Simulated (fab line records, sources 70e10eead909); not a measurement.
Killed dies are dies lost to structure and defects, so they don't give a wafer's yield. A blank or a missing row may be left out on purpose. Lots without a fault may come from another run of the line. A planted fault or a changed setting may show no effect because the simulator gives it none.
fab line records | flow nand_harc
record lots=13 wafers=39 last_day=33
route steps=1302 shown A_M0@1149 A_M1@1178 END@1302
lots that met no fault: from a run of the same line without faults
start_h: hours from the record's first day to the start of the lot's first wafer shown | wait_h: hours since the lot's step before | " the same as in the row above | L1.1+2: a row that stands for several wafers | - no value, or no start given | * or withheld: withheld | < > ~ a bound
route shown NAME@n: a module of which the file shows steps, and the number in the route of the first | usual: mean/standard deviation of fault-free wafers | same: alike in all rows | chamber/n: place in a boat | sites: the reading at each site | _std_site: their standard deviation | _edge_site: outer sites' mean less inner sites' | radius_mm: how far each site lies from the wafer's centre | mask NAME#n: copy n | behind: the tool/chamber that last shaped the wafer | hold: why the lot was held/for how many hours/how that ended | device: the transistor (n, p or np) that didn't switch | end of line: the same wafers' tests at the end of the route | a step without rows: its recipe alone | killed: dies lost to structure and defects at the first sort, not the wafer's yield | map: a wafer's dies, x killed, . not, _ none there
set.NAME: the setting as run; set.NAME@STEP: as run at that earlier step | model.NAME: the simulator's own value behind a step, which no gauge read
steps of the route over a sample of lots; a table a step, a row a wafer
services: from which hour (start_h, from the record's first day; less than 0 if before it) a tool's chamber was out of use, for how many hours, and why
## steps
# step NHARC_A_M0_INSPECT_11
# usual raw_defect_count=80/34
# columns lot.wafer tool chamber start_h wait_h raw_defect_count
L136.2 defect_inspect-01 - 533.38 0.0 104
L136.3 " - " " 118
L136.5 " - " " 111
L137.2 defect_inspect-01 - 541.92 0.0 59
L137.4 " - " " 48
L137.6 " - " " 54
L135.1 defect_inspect-02 - 543.77 0.0 19
L135.5 " - " " 18
L135.6 " - " " 18
L138.1 defect_inspect-01 - 544.23 0.0 106
L138.3 " - " " 90
L138.4 " - " " 102
L140.1 defect_inspect-01 - 586.56 0.0 67
L140.2 " - " " 83
L140.5 " - " " 86
L142.2 defect_inspect-02 - 597.31 0.0 73
L142.4 " - " " 79
L142.6 " - " " 74
L150.3 defect_inspect-02 - 665.73 0.0 107
L150.4 " - " " 103
L150.5 " - " " 117
L148.2 defect_inspect-01 - 669.73 0.0 116
L148.3 " - " " 156
L148.4 " - " " 141
L151.2 defect_inspect-01 - 671.74 0.0 101
L151.3 " - " " 101
L151.4 " - " " 119
L153.1 defect_inspect-02 - 703.17 0.0 73
L153.3 " - " " 70
L153.6 " - " " 74
L152.2 defect_inspect-02 - 705.18 0.0 131
L152.4 " - " " 106
L152.6 " - " " 118
L155.1 defect_inspect-02 - 723.24 0.0 27
L155.2 " - " " 39
L155.6 " - " " 23
L158.3 defect_inspect-01 - 760.24 0.0 46
L158.4 " - " " 32
L158.5 " - " " 45
# step NHARC_A_M0_ANNEAL_30
# recipe temp_c=225 time_s=90
# usual wafer_temp_C_max=226.1/0.45
# columns lot.wafer tool chamber start_h wait_h wafer_temp_C_max
L136.2 rtp_anneal-02 0 535.15 0.4 226.2
L136.3 " 0 " " 226.3
L136.5 " 0 " " 226.2
L137.2 rtp_anneal-02 0 543.71 0.3 226.9
L137.4 " 0 " " 226.5
L137.6 " 0 " " 226.9
L135.1 rtp_anneal-01 0 545.59 - 225.5
L135.5 " 0 " " 225.6
L135.6 " 0 " " 225.7
L138.1 rtp_anneal-02 0 546.00 - 226.3
L138.3 " 0 " " 226.4
L138.4 " 0 " " 226.6
L140.1 rtp_anneal-01 0 588.33 - 225.7
L140.2 " 0 " " 225.5
L140.5 " 0 " " 225.4
L142.2 rtp_anneal-01 0 599.48 - 225.4
L142.4 " 0 " " 225.9
L142.6 " 0 " " 226.0
L150.3 rtp_anneal-02 0 667.58 0.3 226.6
L150.4 " 0 " " 226.6
L150.5 " 0 " " 226.7
L148.2 rtp_anneal-02 0 671.52 0.4 226.3
L148.3 " 0 " " 226.5
L148.4 " 0 " " 226.5
L151.2 rtp_anneal-02 0 673.50 - 226.3
L151.3 " 0 " " 226.5
L151.4 " 0 " " 225.9
L153.1 rtp_anneal-01 0 704.90 - 225.9
L153.3 " 0 " " 225.7
L153.6 " 0 " " 226.1
L152.2 rtp_anneal-02 0 706.95 - 226.6
L152.4 " 0 " " 226.3
L152.6 " 0 " " 226.9
L155.1 rtp_anneal-02 0 724.96 - 226.5
L155.2 " 0 " " 226.2
L155.6 " 0 " " 226.3
L158.3 rtp_anneal-02 0 762.06 - 226.7
L158.4 " 0 " " 226.6
L158.5 " 0 " " 226.2
# step NHARC_A_M0_DEP_32
# recipe target_thk_a=300 temp_c=370 target_thk_nm=30 pressure_torr=3 flow_sccm=200 rf_w=450 material=SiCN
# usual heater_power_w=595/69
# columns lot.wafer tool chamber start_h wait_h heater_power_w
L136.2 pecvd-02 1 536.06 0.1 524
L136.3 " 0 " " 547
L136.5 " 2 " " 587
L137.2 pecvd-01 1 544.62 0.1 708
L137.6 " 1 " " 693
L137.4 " 0 " " 533
L135.1 pecvd-02 0 546.56 0.1 533
L135.5 " 1 " " 506
L135.6 " 2 " " 596
L138.3 pecvd-01 2 546.96 0.1 671
L138.1 " 1 " " 761
L138.4 " 2 " " 660
L140.2 pecvd-03 0 589.32 0.1 579
L140.1 " 1 " " 631
L140.5 " 0 " " 591
L142.2 pecvd-03 1 600.43 0.1 645
L142.4 " 0 " " 545
L142.6 " 2 " " 614
L150.3 pecvd-02 2 668.48 0.1 591
L150.5 " 1 " " 412
L150.4 " 0 " " 633
L148.2 pecvd-02 2 672.53 0.1 598
L148.3 " 0 " " 567
L148.4 " 0 " " 593
L151.2 pecvd-02 2 674.41 0.1 552
L151.3 " 0 " " 546
L151.4 " 0 " " 552
L153.1 pecvd-02 0 705.86 0.1 625
L153.3 " 2 " " 592
L153.6 " 2 " " 572
L152.2 pecvd-01 2 707.86 0.1 667
L152.4 " 0 " " 565
L152.6 " 1 " " 759
L155.1 pecvd-01 2 725.96 0.1 644
L155.2 " 1 " " 742
L155.6 " 1 " " 726
L158.4 pecvd-03 1 763.08 0.2 582
L158.3 " 0 " " 527
L158.5 " 0 " " 547
# step NHARC_A_M1_DEVELOP_08
# recipe develop_time_s=35 dev_temp_c=23
# columns lot.wafer tool chamber start_h wait_h
L136.2+3+5 litho_track-04 0 537 -
L137.2+4+6 litho_track-01 0 545 -
L135.1+5+6 litho_track-04 0 547 -
L138.1+3+4 litho_track-04 0 548 -
L140.1+2+5 litho_track-04 0 590 -
L142.2+4+6 litho_track-04 0 601 -
L150.3+4+5 litho_track-04 0 669 -
L148.2+3+4 litho_track-04 0 673 -
L151.2+3+4 litho_track-04 0 675 -
L153.1+3+6 litho_track-04 0 706 -
L152.2+4+6 litho_track-04 0 708 -
L155.1+2+6 litho_track-06 0 727 -
L158.3+4+5 litho_track-01 0 764 -
# step NHARC_A_M1_CD_MEAS_09
# recipe target_cd_nm=120 landing_energy_ev=500
# usual cd_nm=120.4/0.51
# columns lot.wafer tool chamber start_h wait_h cd_nm
L136.2 cd_sem-03 0 537.29 - 119.8
L136.3 " 0 " " 120.3
L136.5 " 0 " " 120.2
L137.2 cd_sem-03 0 545.87 - 120.1
L137.4 " 0 " " 120.4
L137.6 " 0 " " 120.8
L135.1 cd_sem-03 0 547.80 - 120.9
L135.5 " 0 " " 119.9
L135.6 " 0 " " 120.5
L138.1 cd_sem-02 0 548.32 - 119.8
L138.3 " 0 " " 121.2
L138.4 " 0 " " 120.9
L140.1 cd_sem-01 0 590.40 - 119.6
L140.2 " 0 " " 123.1
L140.5 " 0 " " 120.2
L142.2 cd_sem-03 0 601.52 - 123.7
L142.4 " 0 " " 120.9
L142.6 " 0 " " 122.0
L150.3 cd_sem-01 0 669.56 - 120.4
L150.4 " 0 " " 120.8
L150.5 " 0 " " 120.8
L148.2 cd_sem-02 0 673.74 - 120.3
L148.3 " 0 " " 120.2
L148.4 " 0 " " 120.7
L151.2 cd_sem-02 0 675.64 - 120.6
L151.3 " 0 " " 121.0
L151.4 " 0 " " 120.4
L153.1 cd_sem-03 0 706.99 - 121.4
L153.3 " 0 " " 121.2
L153.6 " 0 " " 120.8
L152.2 cd_sem-02 0 709.01 - 120.9
L152.4 " 0 " " 121.2
L152.6 " 0 " " 120.0
L155.1 cd_sem-02 0 727.08 - 119.7
L155.2 " 0 " " 119.9
L155.6 " 0 " " 120.0
L158.3 cd_sem-03 0 764.33 - 119.8
L158.4 " 0 " " 120.4
L158.5 " 0 " " 119.9
# step NHARC_END_SORT_01
# recipe temp_c=25
# usual defect_limited_yield=92.0/2.4 killed_at_array=50/16 killed_at_other=0.8/1 killed_at_periphery=4/3.1 killed_dies=54/16 killed_open=3.2/2 killed_short=2.5/1.6 sort_bin_2_pct=2.8/1 sort_bin_3_pct=0.6/0.35 sort_bin_4_pct=4.6/1.4 sort_n_pass=623/16 sort_rim_yield_pct=90/4.3 sort_yield_pct=92.0/2.4
# same gross_dies=677 sort_bin_5_pct[%]=0 sort_bin_6_pct[%]=0 sort_bin_7_pct[%]=0 sort_bin_8_pct[%]=0 sort_rim_n_gross=106.00
# columns lot.wafer tool chamber start_h wait_h defect_limited_yield[%] killed_at_array killed_at_other killed_at_periphery killed_dies killed_open killed_short sort_bin_2_pct[%] sort_bin_3_pct[%] sort_bin_4_pct[%] sort_n_pass sort_rim_yield_pct[%] sort_yield_pct[%]
L137.2 prober-02 0 581.50 2.8 92.6 46 1 3 50 2 6 1.6 0.6 5.2 627 98 92.6
L137.4 prober-02 0 583.08 3.4 93.4 41 0 4 45 3 2 2.2 0.7 3.7 632 97 93.4
L137.6 prober-02 0 584.67 4.0 94.7 34 1 1 36 3 1 1.8 0.6 3.0 641 98 94.7
L142.2 prober-02 0 637.36 2.8 91.0 54 1 6 61 7 2 2.4 1.2 5.5 616 96 91.0
L142.4 prober-02 0 638.97 3.4 94.2 38 0 1 39 6 1 2.4 0.6 2.8 638 88 94.2
L142.6 prober-02 0 640.57 4.0 91.1 58 1 1 60 1 8 2.4 1.2 5.3 617 92 91.1
L151.2 prober-01 0 717.62 2.8 89.7 68 0 2 70 1 2 3.0 1.8 5.6 607 91 89.7
L151.3 prober-01 0 718.41 3.1 89.8 64 0 5 69 7 2 3.5 0.9 5.8 608 92 89.8
L151.4 prober-01 0 719.21 3.4 91.0 55 0 6 61 5 0 3.4 0.7 4.9 616 85 91.0
L152.2 prober-02 0 742.85 2.8 91.3 53 0 6 59 4 3 3.7 1.0 4.0 618 86 91.3
L152.4 prober-02 0 744.45 3.4 89.1 68 0 6 74 3 0 3.4 0.6 6.9 603 79 89.1
L152.6 prober-02 0 746.05 4.0 87.9 76 0 6 82 3 4 4.9 0.7 6.5 595 85 87.9
L155.1 prober-02 0 765.21 2.5 95.4 28 1 2 31 5 3 1.6 0 3.0 646 93 95.4
L155.2 prober-02 0 766.00 2.8 94.7 33 1 2 36 6 3 1.3 0.1 3.8 641 92 94.7
L155.6 prober-02 0 769.14 3.9 96.6 22 1 0 23 3 3 0.9 0.4 2.1 654 94 96.6
L158.3 prober-01 0 800.98 3.1 93.1 36 0 11 47 3 2 2.1 0.4 4.4 630 92 93.1
L158.4 prober-01 0 801.78 3.4 95.6 22 0 8 30 3 0 1.8 0.1 2.5 647 94 95.6
L158.5 prober-01 0 802.59 3.7 92.0 43 2 9 54 3 4 3.1 0.6 4.3 623 89 92.0
# killed by level:class
L137.2 A_CHANNEL_HOLE_D2:chamber_film_flake=33 A_WL_FILL:geometric_particle:short=3 A_CHANNEL_HOLE_D1:chamber_film_flake=2 A_CHANNEL_FILL_D1:chamber_film_flake=2 P_CONTACT:geometric_particle:open=1 P_M0:geometric_particle:short=1 A_ONON_D1:geometric_particle:short=1 A_SGD_CUT:geometric_particle:short=1
L137.4 A_CHANNEL_HOLE_D2:chamber_film_flake=30 A_CHANNEL_FILL_D1:chamber_film_flake=4 P_GATE:chamber_film_flake=2 P_M0:geometric_particle:open=1 A_DECK1_JOINT:geometric_particle:short=1 A_ONON_D2:geometric_particle:short=1 A_M0:geometric_particle:open=1 A_M1:geometric_particle:open=1
L137.6 A_CHANNEL_HOLE_D2:chamber_film_flake=26 A_DECK1_JOINT:chamber_film_flake=2 P_GATE:geometric_particle:open=1 A_CHANNEL_FILL_D2:geometric_particle:short=1 A_CHANNEL_FILL_D2:geometric_particle:open=1 A_BLC:geometric_particle:open=1 A_CHANNEL_HOLE_D1:chamber_film_flake=1 A_CHANNEL_FILL_D2:chamber_film_flake=1
L142.2 A_CHANNEL_HOLE_D1:chamber_film_flake=32 A_CHANNEL_HOLE_D2:chamber_film_flake=12 P_M0:geometric_particle:open=2 A_CONTACT:chamber_film_flake=2 P_STI:geometric_particle:open=1 P_CONTACT:geometric_particle:open=1 A_ONON_D1:geometric_particle:open=1 A_CHANNEL_HOLE_D1:geometric_particle:short=1
L142.4 A_CHANNEL_HOLE_D1:chamber_film_flake=23 A_CHANNEL_HOLE_D2:chamber_film_flake=8 P_M1:geometric_particle:open=1 A_DECK1_JOINT:geometric_particle:open=1 A_ONON_D2:geometric_particle:open=1 A_CHANNEL_FILL_D2:geometric_particle:short=1 A_WL_FILL:geometric_particle:open=1 A_CONTACT:geometric_particle:open=1
L142.6 A_CHANNEL_HOLE_D1:chamber_film_flake=32 A_CHANNEL_HOLE_D2:chamber_film_flake=10 A_CONTACT:chamber_film_flake=2 A_DECK1_JOINT:chamber_film_flake=2 A_WL_FILL:chamber_film_flake=2 P_CONTACT:geometric_particle:short=1 A_CHANNEL_FILL_D1:geometric_particle:short=1 A_DECK1_JOINT:geometric_particle:short=1
L151.2 A_CHANNEL_HOLE_D1:chamber_film_flake=32 A_SLIT:chamber_film_flake=29 A_CONTACT:chamber_film_flake=4 A_CHANNEL_HOLE_D1:geometric_particle:short=1 A_CHANNEL_FILL_D2:geometric_particle:short=1 A_M1:geometric_particle:open=1 P_ZERO_WELL:chamber_film_flake=1 P_GATE:chamber_film_flake=1
L151.3 A_SLIT:chamber_film_flake=28 A_CHANNEL_HOLE_D1:chamber_film_flake=27 A_CHANNEL_FILL_D1:geometric_particle:open=2 P_GATE:chamber_film_flake=2 P_CONTACT:geometric_particle:open=1 P_M0:geometric_particle:open=1 P_M2:geometric_particle:short=1 A_ONON_D1:geometric_particle:open=1
L151.4 A_CHANNEL_HOLE_D1:chamber_film_flake=23 A_SLIT:chamber_film_flake=23 A_CONTACT:chamber_film_flake=4 P_GATE:chamber_film_flake=3 P_CONTACT:geometric_particle:open=1 P_M0:geometric_particle:open=1 A_ONON_D1:geometric_particle:open=1 A_CHANNEL_FILL_D2:geometric_particle:open=1
L152.2 A_SLIT:chamber_film_flake=17 A_CHANNEL_HOLE_D2:chamber_film_flake=14 A_CHANNEL_HOLE_D1:chamber_film_flake=5 P_M1:chamber_film_flake=4 A_CONTACT:chamber_film_flake=4 A_WL_FILL:geometric_particle:open=2 A_STAIRCASE:chamber_film_flake=2 A_ZERO_WELL:chamber_film_flake=2
L152.4 A_SLIT:chamber_film_flake=26 A_CHANNEL_HOLE_D2:chamber_film_flake=21 A_CHANNEL_HOLE_D1:chamber_film_flake=8 A_CONTACT:chamber_film_flake=5 A_WL_FILL:chamber_film_flake=4 P_M1:chamber_film_flake=3 A_ZERO_WELL:chamber_film_flake=2 P_CONTACT:geometric_particle:open=1
L152.6 A_CHANNEL_HOLE_D2:chamber_film_flake=28 A_SLIT:chamber_film_flake=21 A_CONTACT:chamber_film_flake=7 A_WL_FILL:chamber_film_flake=7 A_CHANNEL_HOLE_D1:chamber_film_flake=6 P_M1:chamber_film_flake=3 P_CONTACT:geometric_particle:open=1 P_CONTACT:geometric_particle:short=1
L155.1 A_CHANNEL_HOLE_D1:chamber_film_flake=12 A_SLIT:chamber_film_flake=4 A_DECK1_JOINT:geometric_particle:open=2 A_M0:geometric_particle:short=2 A_CONTACT:chamber_film_flake=2 A_ONON_D2:geometric_particle:open=1 A_ONON_D2:geometric_particle:short=1 A_SGD_CUT:geometric_particle:open=1
L155.2 A_CHANNEL_HOLE_D1:chamber_film_flake=15 A_SLIT:chamber_film_flake=5 A_CHANNEL_FILL_D1:chamber_film_flake=2 P_GATE:geometric_particle:open=1 A_ONON_D1:geometric_particle:short=1 A_CHANNEL_HOLE_D2:geometric_particle:open=1 A_CHANNEL_FILL_D2:geometric_particle:short=1 A_CHANNEL_FILL_D2:geometric_particle:open=1
L155.6 A_CHANNEL_HOLE_D1:chamber_film_flake=8 A_CHANNEL_FILL_D1:chamber_film_flake=3 A_SLIT:chamber_film_flake=3 A_WL_FILL:geometric_particle:short=2 A_BLC:geometric_particle:open=2 A_ONON_D1:geometric_particle:short=1 A_M0:geometric_particle:open=1 A_ZERO_WELL:chamber_film_flake=1
L158.3 A_CHANNEL_HOLE_D1:chamber_film_flake=19 A_SLIT:chamber_film_flake=11 P_BONDPAD:chamber_film_flake=4 P_STI:geometric_particle:open=2 P_M0:geometric_particle:short=2 P_GATE:chamber_film_flake=2 A_DECK1_JOINT:chamber_film_flake=2 A_STAIRCASE:chamber_film_flake=2
L158.4 A_CHANNEL_HOLE_D1:chamber_film_flake=9 A_SLIT:chamber_film_flake=5 P_BONDPAD:chamber_film_flake=4 P_STI:chamber_film_flake=2 P_GATE:chamber_film_flake=2 A_CONTACT:chamber_film_flake=2 A_CONTACT:geometric_particle:open=1 A_BLC:geometric_particle:open=1
L158.5 A_CHANNEL_HOLE_D1:chamber_film_flake=19 A_SLIT:chamber_film_flake=6 P_BONDPAD:chamber_film_flake=4 A_CONTACT:chamber_film_flake=4 A_STAIRCASE:chamber_film_flake=4 P_STI:chamber_film_flake=2 P_GATE:chamber_film_flake=2 A_CHANNEL_FILL_D1:chamber_film_flake=2
## services
# columns tool chamber start_h hours kind
litho_track-06 - 529.00 7.0 pm
pecvd-03 - 547.24 13.0 pm
litho_track-04 - 553.00 7.0 pm
pecvd-03 - 583.16 0.8 repair
pecvd-02 - 589.37 13.0 pm
pecvd-02 0 589.37 13.0 vent_cycle
pecvd-02 1 589.37 13.0 vent_cycle
pecvd-02 2 589.37 13.0 vent_cycle
pecvd-02 0 602.37 - clean
pecvd-02 1 602.37 - clean
pecvd-02 2 602.37 - clean
pecvd-01 1 606.37 5.6 repair
pecvd-02 - 609.94 0.6 repair
pecvd-03 0 615.00 9.3 repair
pecvd-01 - 673.40 13.0 pm
litho_track-01 - 680.00 7.0 pm
pecvd-02 0 686.28 6.2 repair
pecvd-02 1 696.96 5.8 repair
litho_track-06 - 704.00 7.0 pm
litho_track-04 - 728.00 7.0 pm
pecvd-03 - 728.24 13.0 pm
rtp_anneal-02 - 744.00 12.0 pm
pecvd-03 2 760.31 15.3 repair
pecvd-02 - 762.67 2.2 repair
## key
first_sign step=NHARC_A_M1_CD_MEAS_09 reading=cd_nm direction=up sigmas=5 usual=120.4 struck=122.9
effect none on later readings
met_at NHARC_A_M1_DEVELOP_08
struck_lots L140,L142
struck_wafers L140.2,L142.2,L142.6
not_acting_at NHARC_A_M0_INSPECT_11,NHARC_A_M0_ANNEAL_30,NHARC_A_M0_DEP_32
onset_between 548 590
fault kind=process_parameter_drift tool=litho_track-04 chamber=- onset_h=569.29 steps=NHARC_A_M1_DEVELOP_08 channel=develop_time_s offset=* shape=step end_h=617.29 scope=struck_wafers_only acts_in=* stated=*
